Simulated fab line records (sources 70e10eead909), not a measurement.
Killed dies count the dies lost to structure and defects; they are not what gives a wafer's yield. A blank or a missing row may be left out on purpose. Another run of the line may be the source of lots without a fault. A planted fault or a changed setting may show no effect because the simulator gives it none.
The tool behind it: which one? -- flow nandHarc -- 13 lots, 39 wafers sampled, at 5 steps of a route of 1302

## WHAT EACH GAUGE READ, for each wafer
NHARC_A_WL_FILL_INSPECT_15.
lot,measured,on,rawDefectCount
L955,day 22 01:38,defectInspect-01,413 469 456
L956,day 22 06:09,defectInspect-01,508 449 589
L957,day 22 06:07,defectInspect-01,625 427 417
L958,day 22 20:19,defectInspect-01,457 557 432
L965,day 26 06:26,defectInspect-01,366 391 356
L967,day 27 22:04,defectInspect-01,471 334 488
L968,day 28 01:05,defectInspect-02,390 347 423
L971,day 28 01:04,defectInspect-01,498 596 492
L970,day 27 22:03,defectInspect-02,535 588 539
L973,day 28 19:41,defectInspect-01,520 413 587
L972,day 29 07:03,defectInspect-01,351 377 406
L977,day 31 00:24,defectInspect-01,450 580 541
L976,day 31 05:33,defectInspect-01,311 324 471

NHARC_END_SORT_01.
lot,measured,on,killedAtArray,killedAtOther,killedAtPeriphery,killedDies,killedOpen,killedShort
L955,day 25 18:53,prober-01,41 40 48,0 0 1,5 7 6,46 47 55,5 6 2,3 2 3
L956,day 26 04:16,prober-02,59 66 59,0 0 1,3 2 1,62 68 61,3 3 4,1 6 3
L957,day 26 03:28,prober-01,106 109 73,2 1 0,2 1 7,110 111 80,0 3 2,3 1 1
L958,day 26 13:55,prober-01,60 88 59,1 1 2,6 2 3,67 91 64,3 4 1,0 2 1
L965,day 29 16:34,prober-01,65 59 78,0 0 1,4 4 11,69 63 90,7 1 2,3 2 4
L967,day 31 04:09,prober-01,64 62 74,1 0 1,3 6 3,68 68 78,5 2 4,4 0 4
L968,day 31 12:00,prober-01,54 37 42,0 1 0,4 2 2,58 40 44,2 0 4,1 1 3
L971,day 31 12:09,prober-02,67 67 47,1 1 0,7 3 6,75 71 53,4 1 4,4 2 3
L970,day 31 19:05,prober-01,39 42 58,0 0 0,2 5 5,41 47 63,3 5 3,2 0 1
L973,day 32 23:26,prober-02,94 76 65,2 0 0,1 1 3,97 77 68,3 0 3,3 3 3
L972,day 33 05:41,prober-01,56 43 32,0 0 0,7 8 8,63 51 40,3 1 3,1 1 1
L977,day 34 04:44,prober-02,44 54 56,2 1 3,2 2 2,48 57 61,4 3 3,1 1 5
L976,day 34 13:17,prober-02,26 40 45,2 1 1,0 3 2,28 44 48,4 1 1,4 4 1

## WHAT TOOL EACH LOT RAN ON (gives the tool, then ch and the chambers of the sampled wafers, and finally the start)
lot,NHARC_A_WL_FILL_RTA_01,NHARC_A_WL_FILL_CVD_03,NHARC_A_CONTACT_DEP_24
L955,"rtpAnneal-01 ch 0, day 21 08:53","cvdW-01 ch 0,1, day 21 09:38","pecvd-04 ch 0,1, day 22 01:46"
L956,"rtpAnneal-01 ch 0, day 21 12:22","cvdW-02 ch 0,1, day 21 13:02","pecvd-02 ch 0,1, day 22 06:18"
L957,"rtpAnneal-02 ch 0, day 21 12:28","cvdW-01 ch 0,1, day 21 13:11","pecvd-03 ch 0,1,2, day 22 06:22"
L958,"rtpAnneal-01 ch 0, day 22 00:28","cvdW-01 ch 0,1, day 22 01:07","pecvd-04 ch 0,1,2, day 22 20:23"
L965,"rtpAnneal-02 ch 0, day 25 12:53","cvdW-01 ch 0,1, day 25 13:31","pecvd-04 ch 1,2, day 26 06:29"
L967,"rtpAnneal-02 ch 0, day 27 04:19","cvdW-01 ch 0,1, day 27 05:01","pecvd-03 ch 0,1,2, day 27 22:12"
L968,"rtpAnneal-01 ch 0, day 27 04:20","cvdW-02 ch 0,1, day 27 05:13","pecvd-03 ch 0,2, day 28 01:08"
L971,"rtpAnneal-01 ch 0, day 27 04:30","cvdW-02 ch 0,1, day 27 05:32","pecvd-02 ch 0,1, day 28 01:08"
L970,"rtpAnneal-02 ch 0, day 27 04:38","cvdW-01 ch 0,1, day 27 05:32","pecvd-04 ch 0,1,2, day 27 22:07"
L973,"rtpAnneal-02 ch 0, day 28 02:05","cvdW-01 ch 0,1, day 28 02:50","pecvd-04 ch 0,1,2, day 28 19:56"
L972,"rtpAnneal-01 ch 0, day 28 10:11","cvdW-02 ch 0,1, day 28 10:55","pecvd-03 ch 0,1,2, day 29 07:18"
L977,"rtpAnneal-02 ch 0, day 30 06:43","cvdW-02 ch 0,1, day 30 07:22","pecvd-03 ch 0,2, day 31 00:28"
L976,"rtpAnneal-01 ch 0, day 30 11:41","cvdW-02 ch 1, day 30 12:18","pecvd-04 ch 1,2, day 31 05:37"
- NHARC_A_WL_FILL_RTA_01: time 5 s.
- NHARC_A_WL_FILL_CVD_03: deposits W, target thk 40 nm, time 279 s.
- NHARC_A_CONTACT_DEP_24: deposits SiO2, target thk 500 nm.

## WHAT THE TOOLS THEMSELVES READ (means of the sampled wafers that have a number; where no wafer has one, the mark that the record gives instead)
NHARC_A_WL_FILL_RTA_01.
lot,tool,lampPowerPct (%),lamp_zone_1_pct (%),lamp_zone_6_pct (%),wafer_temp_C_max
L955,rtpAnneal-01,28.6,28.6,28.6,1004.0
L956,rtpAnneal-01,28.6,28.6,28.6,1003.8
L957,rtpAnneal-02,31.1,31.2,31.1,1003.6
L958,rtpAnneal-01,28.6,28.6,28.6,1004.7
L965,rtpAnneal-02,31.1,31.2,31.1,1002.9
L967,rtpAnneal-02,31.2,31.1,31.1,1002.6
L968,rtpAnneal-01,28.6,28.6,28.6,1005.2
L971,rtpAnneal-01,28.6,28.6,28.5,1003.9
L970,rtpAnneal-02,31.2,31.2,31.1,1002.2
L973,rtpAnneal-02,31.2,31.1,31.1,1002.7
L972,rtpAnneal-01,28.6,28.6,28.6,1004.2
L977,rtpAnneal-02,31.2,31.1,31.1,1002.7
L976,rtpAnneal-01,28.6,28.6,28.6,1003.8

NHARC_A_WL_FILL_CVD_03.
lot,tool,heaterPowerOuterW (W),heaterPowerW (W),throttleValvePct (%)
L955,cvdW-01,284,497,8.2
L956,cvdW-02,269,474,8.0
L957,cvdW-01,271,479,8.1
L958,cvdW-01,283,498,8.2
L965,cvdW-01,266,463,8.0
L967,cvdW-01,266,464,8.1
L968,cvdW-02,263,451,8.2
L971,cvdW-02,272,476,8.1
L970,cvdW-01,270,467,8.3
L973,cvdW-01,265,457,8.1
L972,cvdW-02,281,486,7.8
L977,cvdW-02,281,492,8.0
L976,cvdW-02,258,435,8.6

NHARC_A_CONTACT_DEP_24.
lot,tool,heaterPowerOuterW (W),heaterPowerW (W),throttleValvePct (%)
L955,pecvd-04,226,458,15.5
L956,pecvd-02,323,555,15.8
L957,pecvd-03,327,574,15.9
L958,pecvd-04,283,540,15.5
L965,pecvd-04,252,487,15.9
L967,pecvd-03,299,536,15.6
L968,pecvd-03,341,577,15.3
L971,pecvd-02,334,568,16.1
L970,pecvd-04,236,473,15.5
L973,pecvd-04,261,501,15.6
L972,pecvd-03,367,636,15.6
L977,pecvd-03,375,647,15.6
L976,pecvd-04,225,451,16.1

## THE ANSWER, worked out from the rows above alone
Rule: what is usual is taken from the lots themselves. Put in order of their means at a reading, lots are off if they are a third of the lots or fewer, leave a main group of 4 or more, and stand apart from it by a gap of 3 or more times the standard deviation of the main group's means; of several such gaps the widest counts. If all means in a main group match to the digits the tables above print for the reading, that group is not used. A lot without any number at a reading at which 4 lots or more have one is off too. Any other lot the step has rows for is counted as sound. Order of review: gauges by route order, followed by the tools' own readings, for which a lot's mean as printed above is used. The first step at which some lot is off is used, and at that step the reading that is off furthest; a lot without a number counts as furthest.
None of the lots is off at any reading shown; this tells nothing.

## WHAT THE SIMULATOR HAD PUT IN
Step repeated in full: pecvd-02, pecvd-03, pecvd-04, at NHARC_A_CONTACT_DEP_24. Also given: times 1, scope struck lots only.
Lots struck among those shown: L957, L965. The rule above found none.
